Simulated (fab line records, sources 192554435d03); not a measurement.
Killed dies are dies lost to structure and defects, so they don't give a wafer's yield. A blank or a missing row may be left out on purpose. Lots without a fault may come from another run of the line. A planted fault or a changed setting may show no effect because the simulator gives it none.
Split-lot experiment | flow n5_finfet | 7 lots, 21 wafers read, on a route of 1938 steps

THE SPLIT
At N5_BEOL_M14_EXPOSE_25 (exposes mask M14, target cd 280 nm), the setting dose_mj was moved away from the recipe's 26.6 on 7 of the 21 wafers read, by +2.0% to +7.4%. The other wafers ran this setting at the recipe's value.

FROM THE SPLIT TO THE READING: what the file shows between them, 3 steps
- N5_BEOL_M14_PEB_26: peb time 90 s
- N5_BEOL_M14_DEVELOP_27: develop time 45 s
- N5_BEOL_M14_HARDBAKE_32: time 120 s

THE READING
cd_nm, in nm, at N5_BEOL_M14_CD_MEAS_28 (target cd 284.4 nm). Fault-free wafers of this fab line usually give 284.0 nm, standard deviation 1.7 nm.

wafer  | tool, chamber at the split | dose_mj as run | against the recipe | cd_nm, nm | against lot-mates on the recipe
L075.1 | krf_scanner-02, 0          | 26.6           | recipe             | 286.1     | -
L075.3 | krf_scanner-02, 0          | 26.6           | recipe             | 282.5     | -
L075.4 | krf_scanner-02, 0          | 26.6           | recipe             | 284.3     | -
L074.1 | krf_scanner-01, 0          | 26.6           | recipe             | 283.1     | -
L074.2 | krf_scanner-01, 0          | 27.65          | +3.9%              | 291.8     | +8.7
L074.6 | krf_scanner-01, 0          | 26.6           | recipe             | 283.2     | -
L084.1 | krf_scanner-02, 0          | 26.6           | recipe             | 283.5     | -
L084.3 | krf_scanner-02, 0          | 28.58          | +7.4%              | 297.5     | +14.0
L084.5 | krf_scanner-02, 0          | 28.58          | +7.4%              | 292.9     | +9.4
L088.1 | krf_scanner-02, 0          | 26.6           | recipe             | 280.7     | -
L088.2 | krf_scanner-02, 0          | 27.14          | +2.0%              | 285.4     | +3.3
L088.5 | krf_scanner-02, 0          | 26.6           | recipe             | 283.5     | -
L091.1 | krf_scanner-02, 0          | 26.6           | recipe             | 287.3     | -
L091.4 | krf_scanner-02, 0          | 26.6           | recipe             | 286.0     | -
L091.6 | krf_scanner-02, 0          | 26.6           | recipe             | 287.6     | -
L089.1 | krf_scanner-02, 0          | 27.75          | +4.3%              | 290.9     | +5.0
L089.2 | krf_scanner-02, 0          | 26.6           | recipe             | 285.9     | -
L089.6 | krf_scanner-02, 0          | 27.75          | +4.3%              | 290.6     | +4.7
L095.1 | krf_scanner-02, 0          | 26.6           | recipe             | 286.5     | -
L095.3 | krf_scanner-02, 0          | 27.6           | +3.8%              | 291.5     | +4.6
L095.5 | krf_scanner-02, 0          | 26.6           | recipe             | 287.4     | -

THE FIT
A straight line over all 21 wafers: cd_nm changes by +1.43 nm for each +1% of dose_mj; r = +0.88; the points scatter about the line by 2 nm.
The same after taking each lot's own level away (the mean of its wafers on the recipe; 21 wafers): +1.51 nm for each +1%; r = +0.94; scatter 1.4 nm.
On that fit, the largest move of dose_mj shifts the reading by 11 nm.
The lots' own levels span 282.10 to 286.97 nm, that is 2.9 times the standard deviation above.
So the lot-to-lot level changes the slope little: the two slopes agree.
Check: with one of the wafers moved furthest among these (+7.4%) left out of the fit, the line predicts +9.95 nm for it against its lot-mates. It came out at +14 nm against them.

THE WHOLE CHAIN: every reading that the file lists as answering this split, in the file's order
step                   | what it does                                           | reading                                                         | change (the file's fit)              | r (the file's)
N5_BEOL_M14_CD_MEAS_28 | target cd 284.4 nm                                     | cd_nm                                                           | +1.53 nm for each +1% of the setting | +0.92
N5_BEOL_M14_DESCUM_33  | chemistry O2, time 7.9 s                               | BEOL_M14.cd_nm (the simulator's own value, which no gauge read) | +1.54 nm for each +1% of the setting | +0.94
N5_BEOL_M14_ETCH_67    | etches SiARC in CF4, target depth 143 nm, time 238.3 s | BEOL_M14.cd_nm (the simulator's own value, which no gauge read) | +1.6 nm for each +1% of the setting  | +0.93

THE FILE'S OWN FIT
cd_nm changes by +1.53 nm for each +1% of dose_mj, r = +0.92.
